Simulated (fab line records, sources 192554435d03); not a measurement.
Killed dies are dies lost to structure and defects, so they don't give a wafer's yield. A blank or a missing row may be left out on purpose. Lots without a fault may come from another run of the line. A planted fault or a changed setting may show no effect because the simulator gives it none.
Which tool did it? | flow n5_finfet | 10 lots, 27 wafers sampled, at 5 steps of a route of 1938

WHAT THE GAUGES READ, wafer by wafer
N5_HKMG_FIN_CD_MEAS_49: target cd 202 nm.
lot  | measured    | on        | cd_nm (nm)
L796 | day 4 11:59 | cd_sem-01 | 202.5 202.7 201.9
L798 | day 5 00:34 | cd_sem-02 | 201.9 201.7
L800 | day 5 11:59 | cd_sem-03 | 202.4 203.4 202.9
L802 | day 6 03:47 | cd_sem-01 | 201.9 202.7 202.5
L803 | day 6 04:32 | cd_sem-03 | 203.3 202.4 201.1
L804 | day 6 10:37 | cd_sem-01 | 201.3 202.3 201.7
L806 | day 7 01:41 | cd_sem-03 | 203.5 202.3
L814 | day 9 00:05 | cd_sem-03 | 202.0 202.1 202.7
L815 | day 9 04:07 | cd_sem-03 | 201.2 203.4 202.9
L816 | day 9 11:20 | cd_sem-03 | 203.5 203.5

N5_HKMG_FIN_INSPECT_61: inspects for defects (macro).
lot  | measured    | on                | raw_defect_count
L796 | day 4 12:02 | defect_inspect-02 | 2 0 3
L798 | day 5 00:37 | defect_inspect-02 | 2 1
L800 | day 5 12:02 | defect_inspect-02 | 3 2 1
L802 | day 6 03:51 | defect_inspect-01 | 0 1 2
L803 | day 6 04:36 | defect_inspect-02 | 0 2 1
L804 | day 6 10:40 | defect_inspect-02 | 0 3 4
L806 | day 7 01:44 | defect_inspect-02 | 4 0
L814 | day 9 00:08 | defect_inspect-02 | 4 0 3
L815 | day 9 04:10 | defect_inspect-01 | 1 3 2
L816 | day 9 11:24 | defect_inspect-01 | 0 0

N5_BEOL_M4_RC_MEAS_101.
lot  | measured     | on        | DIBL_N (mV/V)  | DIBL_P (mV/V)  | IOFF_N (nA/um) | IOFF_N_85C (nA/um) | IOFF_N_LIN (nA/um) | IOFF_N_LONG (nA/um)        | IOFF_P (nA/um) | IOFF_P_85C (nA/um) | IOFF_P_LIN (nA/um) | IOFF_P_LONG (nA/um)        | ION_N (uA/um) | ION_P (uA/um) | SS_N (mV/dec)  | SS_P (mV/dec)  | VT_N (mV)   | VT_N_LONG (mV)    | VT_N_LVT (mV) | VT_P (mV)      | VT_P_LONG (mV)       | VT_P_LVT (mV)
L796 | day 8 07:59  | prober-01 | 33.2 37.2 36.4 | 32.2 35.9 34.9 | 0.12 0.19 0.16 | 2.4 3.6 3.1        | 0.061 0.082 0.068  | 5.84e-05 5.83e-05 5.85e-05 | 0.18 0.24 0.21 | 3.3 4.1 3.8        | 0.095 0.115 0.106  | 0.000111 0.000108 0.000111 | 673 680 650   | 469 459 453   | 70.8 72.0 72.1 | 72.8 73.8 73.5 | 252 247 252 | 273.6 275.7 275.3 | 102 97 103    | -250 -247 -248 | -270.1 -272.0 -272.2 | -99 -97 -97
L798 | day 8 17:31  | prober-01 | 39.1 42.2      | 41.1 45.0      | 0.22 0.32      | 4.2 5.8            | 0.099 0.137        | 5.39e-05 5.56e-05          | 0.29 0.39      | 4.7 6.1            | 0.125 0.156        | 0.000104 9.6e-05           | 697 706       | 481 481       | 73.0 72.5      | 74.9 75.2      | 247 239     | 275.5 272.2       | 94 88         | -246 -243      | -274.7 -274.9        | -96 -92
L800 | day 9 16:17  | prober-02 | 42.5 38.6 32.1 | 42.8 37.4 28.8 | 0.35 0.20 0.09 | 6.0 3.8 1.9        | 0.144 0.090 0.044  | 5.62e-05 5.65e-05 5.43e-05 | 0.39 0.24 0.13 | 6.1 4.1 2.4        | 0.155 0.112 0.070  | 0.000101 0.000113 0.0001   | 724 685 630   | 490 470 441   | 73.3 71.9 70.5 | 75.2 74.0 70.5 | 239 246 260 | 276.0 275.6 273.2 | 87 96 107     | -242 -247 -256 | -273.9 -275.4 -272.7 | -91 -97 -106
L802 | day 10 06:08 | prober-02 | 35.2 34.9 34.1 | 37.0 35.7 35.7 | 0.14 0.14 0.02 | 2.9 2.9 0.6        | 0.066 0.069 0.011  | 5.21e-05 5.3e-05 2.4e-05   | 0.21 0.19 1.55 | 3.7 3.5 19.9       | 0.100 0.094 0.751  | 9.8e-05 0.000105 0.000359  | 654 679 569   | 456 461 555   | 70.9 71.3 71.8 | 72.8 73.5 72.8 | 250 250 301 | 276.0 278.0 328.6 | 102 102 153   | -251 -250 -193 | -275.0 -276.4 -228.7 | -100 -102 -43
L803 | day 9 20:46  | prober-02 | 33.0 36.3 32.5 | 34.0 37.1 33.9 | 0.11 0.16 0.10 | 2.3 3.1 2.1        | 0.053 0.072 0.050  | 5.14e-05 5.3e-05 5.14e-05  | 0.16 0.20 0.16 | 2.8 3.5 2.8        | 0.079 0.096 0.080  | 0.0001 9.4e-05 8.9e-05     | 653 671 642   | 447 453 447   | 71.5 72.5 70.7 | 72.6 73.0 72.7 | 256 251 259 | 275.3 276.4 277.2 | 106 101 107   | -253 -250 -255 | -277.6 -278.0 -280.4 | -105 -102 -105
L804 | day 10 11:07 | prober-02 | 34.3 30.9 33.7 | 34.2 31.0 33.4 | 0.13 0.09 0.02 | 2.6 1.9 0.5        | 0.065 0.047 0.009  | 5.63e-05 5.63e-05 2.41e-05 | 0.17 0.13 1.32 | 3.0 2.4 16.7       | 0.085 0.070 0.659  | 0.000109 0.000112 0.000363 | 663 653 540   | 458 452 534   | 71.1 69.9 70.4 | 72.9 71.7 72.2 | 251 259 307 | 274.5 271.7 323.1 | 99 106 155    | -251 -255 -195 | -276.0 -272.3 -228.7 | -102 -107 -45
L806 | day 10 23:02 | prober-02 | 32.4 35.7      | 33.3 38.3      | 0.02 0.03      | 0.5 0.7            | 0.010 0.012        | 2.42e-05 2.37e-05          | 1.41 1.94      | 18.4 24.0          | 0.736 0.898        | 0.000369 0.000368          | 550 554       | 546 549       | 70.8 71.5      | 72.3 73.6      | 304 300     | 325.5 324.7       | 153 150       | -194 -191      | -230.2 -227.3        | -42 -38
L814 | day 12 18:19 | prober-01 | 31.2 35.9 32.0 | 31.0 34.0 33.4 | 0.07 0.13 0.08 | 1.6 2.5 1.8        | 0.039 0.053 0.043  | 5.23e-05 5.28e-05 5.06e-05 | 0.13 0.16 0.18 | 2.5 3.0 3.3        | 0.070 0.081 0.085  | 0.000102 0.000105 0.000104 | 635 634 628   | 448 435 445   | 70.2 71.8 71.0 | 72.3 72.8 72.4 | 263 257 260 | 277.6 277.4 278.0 | 113 109 110   | -256 -255 -252 | -277.5 -277.4 -276.3 | -106 -104 -104
L815 | day 12 19:49 | prober-02 | 33.8 37.8 33.6 | 35.2 39.5 34.3 | 0.10 0.16 0.10 | 2.2 3.1 2.2        | 0.052 0.072 0.053  | 5.01e-05 4.9e-05 5.06e-05  | 0.16 0.23 0.16 | 2.9 3.9 2.9        | 0.082 0.104 0.081  | 9.8e-05 9.6e-05 0.000104   | 665 661 664   | 462 454 458   | 71.1 72.3 72.0 | 72.1 73.1 72.7 | 259 252 258 | 279.6 276.8 277.1 | 106 102 105   | -256 -250 -255 | -274.4 -279.3 -276.3 | -104 -99 -104
L816 | day 13 14:25 | prober-02 | 33.1 36.3      | 36.2 39.3      | 0.12 0.19      | 2.5 3.6            | 0.061 0.088        | 5.51e-05 5.58e-05          | 0.18 0.23      | 3.4 4.0            | 0.094 0.110        | 0.000112 0.000102          | 654 702       | 457 479       | 71.3 72.0      | 72.9 74.1      | 253 243     | 277.1 275.5       | 101 95        | -251 -248      | -273.6 -276.6        | -100 -96

WHICH TOOL RAN EACH LOT (tool, then ch and the chambers of the sampled wafers, then the start)
lot  | N5_HKMG_FIN_CVD_62                      | N5_HKMG_FIN_PWFM_ALD_03
L796 | thermal_cvd_si-02 ch 0,1,2, day 4 13:47 | ald_metal-04 ch 0,3, day 4 14:43
L798 | thermal_cvd_si-02 ch 2, day 5 02:24     | ald_metal-04 ch 3, day 5 03:10
L800 | thermal_cvd_si-02 ch 0,2, day 5 14:01   | ald_metal-02 ch 0,2,3, day 5 14:44
L802 | thermal_cvd_si-02 ch 0,1, day 6 06:01   | ald_metal-02 ch 0,1,3, day 6 06:44
L803 | thermal_cvd_si-01 ch 0,1,2, day 6 06:29 | ald_metal-01 ch 1,2, day 6 07:14
L804 | thermal_cvd_si-02 ch 0,1,2, day 6 12:29 | ald_metal-02 ch 0,3, day 6 13:09
L806 | thermal_cvd_si-02 ch 0, day 7 03:38     | ald_metal-02 ch 0,3, day 7 04:35
L814 | thermal_cvd_si-02 ch 1,2, day 9 01:54   | ald_metal-04 ch 0,2, day 9 02:37
L815 | thermal_cvd_si-01 ch 0,1,2, day 9 05:58 | ald_metal-04 ch 0,1,2, day 9 06:41
L816 | thermal_cvd_si-02 ch 0,1, day 9 13:16   | ald_metal-02 ch 0,2, day 9 14:01
- N5_HKMG_FIN_CVD_62: deposits a-Si from Si2H6, target thk 3 nm, time 20.8 s.
- N5_HKMG_FIN_PWFM_ALD_03: deposits TiN, target thk 2 nm, pulse time 1 s, purge time 3 s.

WHAT THE TOOLS THEMSELVES READ (means of the sampled wafers that have a number; where no wafer has one, the mark that the record gives instead)
N5_HKMG_FIN_CVD_62.
lot  | tool              | heater_power_w (W)
L796 | thermal_cvd_si-02 | 1497
L798 | thermal_cvd_si-02 | 1632
L800 | thermal_cvd_si-02 | 1508
L802 | thermal_cvd_si-02 | 1445
L803 | thermal_cvd_si-01 | 1399
L804 | thermal_cvd_si-02 | 1518
L806 | thermal_cvd_si-02 | 1478
L814 | thermal_cvd_si-02 | 1499
L815 | thermal_cvd_si-01 | 1403
L816 | thermal_cvd_si-02 | 1480

N5_HKMG_FIN_PWFM_ALD_03.
lot  | tool         | heater_power_w (W) | precursor_pulse_height_rel
L796 | ald_metal-04 | 828                | 0.995
L798 | ald_metal-04 | 834                | 1.017
L800 | ald_metal-02 | 954                | 0.996
L802 | ald_metal-02 | 904                | 1.004
L803 | ald_metal-01 | 872                | 0.986
L804 | ald_metal-02 | 946                | 0.978
L806 | ald_metal-02 | 910                | 0.996
L814 | ald_metal-04 | 848                | 1.007
L815 | ald_metal-04 | 945                | 0.997
L816 | ald_metal-02 | 976                | 1.002

THE ANSWER, worked out from the rows above alone
Rule: what is usual is taken from the lots themselves. Put in order of their means at a reading, lots are off if they are a third of the lots or fewer, leave a main group of 4 or more, and stand apart from it by a gap of 3 or more times the standard deviation of the main group's means; of several such gaps the widest counts. A main group whose means are all the same, to the digits that the tables above print for the reading, isn't used. A lot without any number at a reading at which 4 lots or more have one is off too. The other lots that the step has rows for count as sound. The gauges are gone through in route order, then the tools' own readings, and for those a lot's mean is taken as printed above. The first step at which some lot is off is used, and at that step the reading that is off furthest; a lot without a number counts as furthest.
Off: L802, L804, L806, at N5_BEOL_M4_RC_MEAS_101 (IOFF_P_LONG). The main group: mean 0.000103 nA/um, standard deviation 4.9e-06.
A tool fits if, at a process step before that reading, it ran every lot that is off, and no sound lot after the first of them. The gauges at N5_BEOL_M4_RC_MEAS_101 are tried like those tools. None of those tried fits.

WHAT THE SIMULATOR HAD PUT IN
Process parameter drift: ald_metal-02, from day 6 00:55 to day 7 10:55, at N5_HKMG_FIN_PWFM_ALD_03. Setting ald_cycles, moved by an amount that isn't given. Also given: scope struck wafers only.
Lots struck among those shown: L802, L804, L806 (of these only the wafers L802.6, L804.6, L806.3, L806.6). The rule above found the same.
